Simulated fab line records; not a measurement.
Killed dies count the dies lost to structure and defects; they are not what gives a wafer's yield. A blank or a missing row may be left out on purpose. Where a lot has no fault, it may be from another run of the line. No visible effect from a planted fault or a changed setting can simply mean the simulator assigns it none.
Chamber matching :: flow nandHarc :: NHARC_P_M1_CMP_23 on cmp-04 has 4 sister chambers
The step polishes, t overpolish 20 s, target thk 157.82 nm. 4 wafers are shown with their chamber, then 7 later ones without.

== WAFERS, EACH WITH ITS CHAMBER ==
wafer: L171.3
chamber: 0
motorCurrentA (A): 12.9

wafer: L171.5
chamber: 3
motorCurrentA (A): 11.4

wafer: L175.1
chamber: 1
motorCurrentA (A): 8.6

wafer: L175.4
chamber: 2
motorCurrentA (A): 11.7

== WAFERS WITH NO CHAMBER GIVEN ==
wafer: L175.5
motorCurrentA (A): 11.6

wafer: L176.1
motorCurrentA (A): 12.5

wafer: L176.2
motorCurrentA (A): 9.4

wafer: L176.4
motorCurrentA (A): 10.9

wafer: L177.1
motorCurrentA (A): 12.0

wafer: L177.2
motorCurrentA (A): 9.1

wafer: L177.4
motorCurrentA (A): 12.9

== THE CHAMBER EACH PASSED THROUGH ==
wafer: L175.5
from the rows above: can't be placed: 2 or 3
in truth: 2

wafer: L176.1
from the rows above: can't be placed: 0 or 2 or 3
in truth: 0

wafer: L176.2
from the rows above: 1
in truth: 1

wafer: L176.4
from the rows above: can't be placed: 3 or 2
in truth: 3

wafer: L177.1
from the rows above: can't be placed: 2 or 3 or 0
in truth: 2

wafer: L177.2
from the rows above: 1
in truth: 1

wafer: L177.4
from the rows above: 0
in truth: 0
Placed correctly: 3 of 7. From these rows, 4 cannot be placed; in 4 the true chamber is one of the candidates. Placed wrongly: 0.
How it was worked out, from the rows above alone: a wafer's distance from a chamber is the root of the sum, over the readings, of the square of ((its reading less the chamber's mean) divided by the reading's scatter). If the next closest chamber is less than 2 further off than the closest, the wafer can't be placed; otherwise it belongs to the closest. A chamber's mean is the mean of its shown wafers. The scatter: root of mean squared gap, hidden wafer to nearest shown wafer, with one shown wafer a chamber.
